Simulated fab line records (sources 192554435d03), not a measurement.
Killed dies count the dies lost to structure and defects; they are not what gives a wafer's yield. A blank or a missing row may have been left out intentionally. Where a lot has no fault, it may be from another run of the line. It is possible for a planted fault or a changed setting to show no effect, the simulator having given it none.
Matching of chambers :: flow n5_finfet :: N5_BEOL_M0_SAQP_ETCH_101 on rie_diel-05 has 4 sister chambers
The step etches SiNx in CH3F/O2, target depth 29.9 nm, time 42.7 s. 14 wafers are shown with their chamber, then 7 later ones without.

WAFERS PAIRED WITH THEIR CHAMBERS
wafer: L074.3
chamber: 2
showerhead_plenum_p_Torr (Torr): 1.91
throttle_valve_pct (%): 16.61
oes_product_au (a.u.): 0.72

wafer: L074.4
chamber: 0
showerhead_plenum_p_Torr (Torr): 2.05
throttle_valve_pct (%): 16.26
oes_product_au (a.u.): 0.68

wafer: L074.6
chamber: 1
showerhead_plenum_p_Torr (Torr): 2.08
throttle_valve_pct (%): 16.68
oes_product_au (a.u.): 0.71

wafer: L076.3
chamber: 1
showerhead_plenum_p_Torr (Torr): 2.08
throttle_valve_pct (%): 16.68
oes_product_au (a.u.): 0.72

wafer: L076.5
chamber: 2
showerhead_plenum_p_Torr (Torr): 1.91
throttle_valve_pct (%): 16.63
oes_product_au (a.u.): 0.72

wafer: L076.6
chamber: 1
showerhead_plenum_p_Torr (Torr): 2.08
throttle_valve_pct (%): 16.70
oes_product_au (a.u.): 0.71

wafer: L077.1
chamber: 0
showerhead_plenum_p_Torr (Torr): 2.05
throttle_valve_pct (%): 16.27
oes_product_au (a.u.): 0.67

wafer: L077.2
chamber: 3
showerhead_plenum_p_Torr (Torr): 2.04
throttle_valve_pct (%): 16.18
oes_product_au (a.u.): 0.95

wafer: L077.6
chamber: 3
showerhead_plenum_p_Torr (Torr): 2.04
throttle_valve_pct (%): 16.18
oes_product_au (a.u.): 0.94

wafer: L081.1
chamber: 2
showerhead_plenum_p_Torr (Torr): 1.91
throttle_valve_pct (%): 16.63
oes_product_au (a.u.): 0.71

wafer: L081.3
chamber: 3
showerhead_plenum_p_Torr (Torr): 2.04
throttle_valve_pct (%): 16.20
oes_product_au (a.u.): 0.92

wafer: L081.6
chamber: 3
showerhead_plenum_p_Torr (Torr): 2.04
throttle_valve_pct (%): 16.20
oes_product_au (a.u.): 0.93

wafer: L083.3
chamber: 1
showerhead_plenum_p_Torr (Torr): 2.07
throttle_valve_pct (%): 16.69
oes_product_au (a.u.): 0.70

wafer: L083.4
chamber: 2
showerhead_plenum_p_Torr (Torr): 1.91
throttle_valve_pct (%): 16.65
oes_product_au (a.u.): 0.71

SIGNATURES, as means of the wafers listed above
reading: showerhead_plenum_p_Torr
chamber 0: 2.0500
chamber 1: 2.0775
chamber 2: 1.9100
chamber 3: 2.0400
scatter within a chamber: 0.00274

reading: throttle_valve_pct
chamber 0: 16.2650
chamber 1: 16.6875
chamber 2: 16.6300
chamber 3: 16.1900
scatter within a chamber: 0.0123

reading: oes_product_au
chamber 0: 0.6750
chamber 1: 0.7100
chamber 2: 0.7150
chamber 3: 0.9350
scatter within a chamber: 0.00922
Rule: a wafer lies at a distance from a chamber equal to the root of the sum of squares, over the readings, of (its reading less the chamber's mean, divided by the reading's scatter). The wafer belongs to the nearest chamber; if the next one is less than 2 further off, it can't be placed. The scatter: the root of (the sum of the squares of (reading less its chamber's mean) over the shown wafers, divided by (wafers less chambers)).

WAFERS MISSING THEIR CHAMBER
wafer: L083.6
showerhead_plenum_p_Torr (Torr): 2.03
throttle_valve_pct (%): 16.22
oes_product_au (a.u.): 0.91

wafer: L089.3
showerhead_plenum_p_Torr (Torr): 2.07
throttle_valve_pct (%): 16.72
oes_product_au (a.u.): 0.69

wafer: L089.4
showerhead_plenum_p_Torr (Torr): 2.05
throttle_valve_pct (%): 15.85
oes_product_au (a.u.): 0.94

wafer: L089.6
showerhead_plenum_p_Torr (Torr): 2.07
throttle_valve_pct (%): 16.73
oes_product_au (a.u.): 0.69

wafer: L094.3
showerhead_plenum_p_Torr (Torr): 2.04
throttle_valve_pct (%): 15.86
oes_product_au (a.u.): 0.90

wafer: L094.4
showerhead_plenum_p_Torr (Torr): 2.03
throttle_valve_pct (%): 16.26
oes_product_au (a.u.): 0.87

wafer: L094.5
showerhead_plenum_p_Torr (Torr): 1.90
throttle_valve_pct (%): 16.68
oes_product_au (a.u.): 0.68

EACH ONE'S CHAMBER
wafer: L083.6
from the rows above: 3
in truth: 3

wafer: L089.3
from the rows above: 1
in truth: 1

wafer: L089.4
from the rows above: 3
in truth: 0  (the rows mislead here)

wafer: L089.6
from the rows above: 1
in truth: 1

wafer: L094.3
from the rows above: 3
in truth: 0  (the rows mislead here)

wafer: L094.4
from the rows above: 3
in truth: 3

wafer: L094.5
from the rows above: 2
in truth: 2
5 of 7 placed correctly. From these rows, 0 cannot be placed. Placed wrongly: 2.
